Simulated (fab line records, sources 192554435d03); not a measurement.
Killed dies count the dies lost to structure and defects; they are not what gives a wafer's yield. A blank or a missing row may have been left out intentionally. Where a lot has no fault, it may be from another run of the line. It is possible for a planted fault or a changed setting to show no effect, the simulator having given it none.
Chamber matching | flow n5-finfet | N5_BEOL_M1_ETCH_70 on rie-diel-04: 4 sister chambers
The step etches SOC in N2/H2, target depth 80 nm, overetch 16 nm, time 120 s. 7 wafers are shown with their chamber, then 10 later ones without.

WAFERS PAIRED WITH THEIR CHAMBERS
wafer  | chamber | drypump-motor-current-A (A) | throttle-valve-pct (%)
L090.5 | 0       | 5.54                        | 17.90
L090.6 | 3       | 6.21                        | 18.16
L091.1 | 1       | 6.03                        | 17.66
L091.4 | 2       | 5.64                        | 17.43
L091.5 | 2       | 5.62                        | 17.44
L093.1 | 1       | 6.03                        | 17.66
L093.3 | 0       | 5.56                        | 17.91

WAFERS WITH NO CHAMBER GIVEN
wafer  | drypump-motor-current-A (A) | throttle-valve-pct (%)
L093.4 | 6.21                        | 18.16
L095.1 | 6.01                        | 17.67
L095.2 | 5.64                        | 17.43
L095.3 | 6.21                        | 18.15
L096.1 | 5.63                        | 17.44
L096.4 | 6.03                        | 17.68
L096.5 | 5.64                        | 17.44
L097.2 | 5.61                        | 17.44
L097.4 | 6.21                        | 18.18
L097.5 | 6.00                        | 17.69

EACH ONE'S CHAMBER
wafer  | from the rows above | in truth
L093.4 | 3                   | 3
L095.1 | 1                   | 1
L095.2 | 2                   | 2
L095.3 | 3                   | 3
L096.1 | 2                   | 2
L096.4 | 1                   | 1
L096.5 | 2                   | 2
L097.2 | 2                   | 2
L097.4 | 3                   | 3
L097.5 | 1                   | 1
10 of 10 placed correctly. Left unplaced by these rows: 0. 0 placed wrongly.
How it was worked out, from the rows above alone: a wafer's distance from a chamber is the root of the sum, over the readings, of the square of ((its reading less the chamber's mean) divided by the reading's scatter). If the next closest chamber is less than 2 further off than the closest, the wafer can't be placed; otherwise it belongs to the closest. For every chamber, the mean is computed from those of its wafers that are shown. How the scatter is found: for the shown wafers, subtract from each reading the mean of its chamber, square and add these, divide the total by (wafers less chambers), then take the root.
